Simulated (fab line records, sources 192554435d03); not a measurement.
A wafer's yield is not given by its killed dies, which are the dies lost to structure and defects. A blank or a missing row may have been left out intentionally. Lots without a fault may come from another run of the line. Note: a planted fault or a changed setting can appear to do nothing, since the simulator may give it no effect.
Problem report in the 8D (eight disciplines) form, filled by code | flow n5-finfet | the parts of the form that need people (team, actions taken, sign-off) are left out

== 1. PROBLEM STATEMENT ==
Wafers without a fault read 1500.0 rpm, standard deviation 0.96; spin-speed-rpm at N5_BEOL_M5_COAT_66 reads a mean of 1321.7 rpm on 9 wafers belonging to 3 lots. That is -99 or more standard deviations from the usual mean.
The step: time 60 s, resist thk 12 nm.
Earliest sighting: wafer L411.3 on litho-track-01 at day 12 07:56. Wafers with a number at this step in the record: 15, from 5 lots. Rule for "out", or "out of limits": more than 4 standard deviations from the usual mean. Any other wafer with a number is counted as sound.

== 2. WHAT IT IS; WHAT IT IS NOT ==
question                    | is                     | is not
which readings at this step | spin-speed-rpm         | -
which lots                  | L411, L412, L413       | L401, L415
which wafers of those lots  | all that have a number | -
read on which tools         | litho-track-01         | litho-track-03
when                        | from day 12 07:56      | up to then (3 sound wafers); but 3 sound wafers of L415 came after

== 3. WHAT RULES OUT EACH SUSPECT ==
Counting: a tool stays on the suspect list if, at a process step up to the reading, it processed all lots that are out and no sound lot following the first of them.
- litho-track-01 at N5_BEOL_M5_COAT_66 (time 60 s, resist thk 12 nm): kept. All lots that are out passed through it, beginning with L411 at day 12 07:56, and no sound lot followed; its final sound lot before that point was L401 at day 9 17:17. On those wafers its own readings are out: spin-speed-rpm.
After counting, what remains is litho-track-01 at N5_BEOL_M5_COAT_66.

== 4. THE CAUSE (what the simulator had put in) ==
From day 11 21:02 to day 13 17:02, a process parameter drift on litho-track-01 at N5_BEOL_M5_COAT_66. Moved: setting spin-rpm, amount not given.
Only this tool survived the counting.

== 5. THE CHAIN OF EFFECTS, in route order ==
Each row: a reading where the mean over the struck wafers with a number is more than 3 standard deviations away from the usual. Readings are gone through only where the record gives a usual standard deviation; hours: the median, over the lots, of the time from a lot's start at the first step in this table giving one to that lot's start at this step; sigmas: the change measured in usual standard deviations.
hours | step               | reading        | usual      | on struck wafers | change | sigmas
0     | N5_BEOL_M5_COAT_66 | spin-speed-rpm | 1500.0 rpm | 1321.7           | -178.3 | -99 or more
Process steps it contains:
- N5_BEOL_M5_COAT_66: time 60 s, resist thk 12 nm.

== 6. WHAT WOULD HAVE CAUGHT IT SOONER ==
In this record the first reading out of limits was taken at day 12 07:56, 11 hours after the fault began at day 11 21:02.
